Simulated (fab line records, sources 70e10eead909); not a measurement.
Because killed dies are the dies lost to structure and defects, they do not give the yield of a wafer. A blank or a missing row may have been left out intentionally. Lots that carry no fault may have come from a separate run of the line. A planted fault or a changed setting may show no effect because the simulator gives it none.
Comparing a struck lot with a sound one || flow nandHarc || 15 steps out of a route of 1159
Sound: wafers L572.1, L572.5, L572.6. Struck: wafers L583.3, L583.4, L583.6. Last of all comes the cause.
Each step with rows lists, per side, the tool, then ch with its chambers, then its first start. Under that, the readings that differ: sound wafers || struck wafers || difference of the means || sigmas: that difference in standard deviations of wafers without a fault.
alike: a reading whose means differ by less than 2 such deviations, as well as words and numbers matching on both sides. not compared: withheld readings; readings where some wafer has no value; bounds like >300 that might hide an equal value; numbers whose values overlap and for which the record gives no deviation.
The two part at a step that has a row with sigmas, a row that says differs or no value, or rows on one side only. Numbers that don't overlap but have no deviation are shown without sigmas and don't part them. A reading missing from all wafers of one side parts the sides only when that side holds two or more wafers.

first, 4 steps without rows for these wafers: NHARC_THIN_TSV_EBR_29; NHARC_THIN_TSV_EXPOSE_30 (exposes mask PAD); NHARC_THIN_TSV_PEB_31 (peb time 85 s); NHARC_THIN_TSV_DEVELOP_32 (time 70 s).
NHARC_THIN_TSV_CD_MEAS_33 targets a cd of 5000 nm.
  sound on cdSem-03 ch 0, day 20 00:04; struck on cdSem-02 ch 0, day 22 18:14
  alike: cdNm
then, 1 step without rows for these wafers: NHARC_THIN_TSV_HARDBAKE_34 (time 80 s).
NHARC_THIN_TSV_DESCUM_35: chemistry O2, time 3 s.
  sound on rieDiel-11 ch 0,2,3, day 20 00:15; struck on rieDiel-09 ch 0,2,3, day 22 18:25
{"reading": "throttleValvePct (%)", "sound": "11.326 11.323 11.311", "struck": "11.311 11.294 11.300", "difference": -0.018, "sigmas": -2}
  alike: drypumpMotorCurrentA, oesProductAu, rfVppV, showerheadPlenumPTorr
  not compared: rfHoursCounterH
NHARC_THIN_TSV_ETCH_59: etches the open film in Cl2/BCl3, target depth 880 nm, time 138.1 s.
  sound on rieMetal-01 ch 0,1, day 20 00:21; struck on rieMetal-01 ch 0,1, day 22 18:35
{"reading": "oesProductAu (a.u.)", "sound": "1.012 1.004 1.021", "struck": "0.990 1.009 0.990", "difference": -0.016, "sigmas": -2}
  alike: drypumpMotorCurrentA, throttleValvePct
  not compared: rfHoursCounterH
NHARC_THIN_TSV_ETCH_36: etches the open film in Cl2/BCl3, target depth 65 nm, time 18.571 s.
  sound on rieMetal-01 ch 0,1, day 20 00:37; struck on rieMetal-01 ch 0,1, day 22 18:47
{"reading": "oesProductAu (a.u.)", "sound": "1.003 1.005 1.013", "struck": "1.005 0.988 0.979", "difference": -0.016, "sigmas": -2}
  alike: drypumpMotorCurrentA
  not compared: rfHoursCounterH
NHARC_THIN_TSV_STRIP_56: strips in O2.
  sound on plasmaAsher-02 ch 0,1, day 20 00:54; struck on plasmaAsher-01 ch 0,1, day 22 18:58
  alike: drypumpMotorCurrentA, heaterPowerW
  not compared: rfHoursCounterH
then, 1 step without rows for these wafers: NHARC_THIN_TSV_STRIP_57 (strips in post etch residue remover, time 1200 s).
NHARC_THIN_TSV_CD_MEAS_37:
  struck on cdSem-01, day 22 19:41; sound on cdSem-01, day 20 01:39
  alike: cdNm
NHARC_THIN_TSV_ANNEAL_58: time 1800 s.
  sound on furnace-06 ch 0, day 20 03:16; struck on furnace-06 ch 0, day 22 22:41
{"reading": "spikeTcBottomC (C)", "sound": "423.2 424.5 422.6", "struck": "448.1 446.6 445.7", "difference": "+23.4", "sigmas": "+15"}
{"reading": "spikeTcCentreC (C)", "sound": "400.5 398.4 398.8", "struck": "424.8 422.6 423.9", "difference": "+24.5", "sigmas": "+18"}
{"reading": "spikeTcLowerC (C)", "sound": "400.7 400.9 401.4", "struck": "424.7 424.9 426.3", "difference": "+24.3", "sigmas": "+25"}
{"reading": "spikeTcTopC (C)", "sound": "430.9 432.7 431.1", "struck": "454.9 454.3 455.1", "difference": "+23.2", "sigmas": "+12"}
{"reading": "spikeTcUpperC (C)", "sound": "400.9 399.5 399.5", "struck": "427.0 424.6 425.5", "difference": "+25.7", "sigmas": "+20"}
{"reading": "zonePowerLowerPct (%)", "sound": "4.43 4.51 4.48", "struck": "4.90 4.94 4.91", "difference": "+0.44", "sigmas": "+4"}
  alike: tube_center_temp_C_max, zonePowerTopPct
NHARC_THIN_TSV_INSPECT_40:
  struck on defectInspect-01, day 23 00:08; sound on defectInspect-02, day 20 04:44
  alike: rawDefectCount
NHARC_END_SORT_01:
  sound on prober-01 ch 0, day 20 14:07; struck on prober-01 ch 0, day 23 06:26
  alike: defectLimitedYield, killedAtArray, killedAtOther, killedAtPeriphery, killedDies, killedOpen, killedShort, sort_bin_2_pct, sort_bin_3_pct, sort_bin_4_pct, sortNPass, sortRimYieldPct, sortYieldPct

WHERE THEY PART
Last at NHARC_THIN_TSV_ANNEAL_58 as far as this record goes, first at NHARC_THIN_TSV_DESCUM_35. Later steps at which nothing parts them and some readings are alike: NHARC_THIN_TSV_INSPECT_40, NHARC_END_SORT_01.

WHY: what the simulator had put in
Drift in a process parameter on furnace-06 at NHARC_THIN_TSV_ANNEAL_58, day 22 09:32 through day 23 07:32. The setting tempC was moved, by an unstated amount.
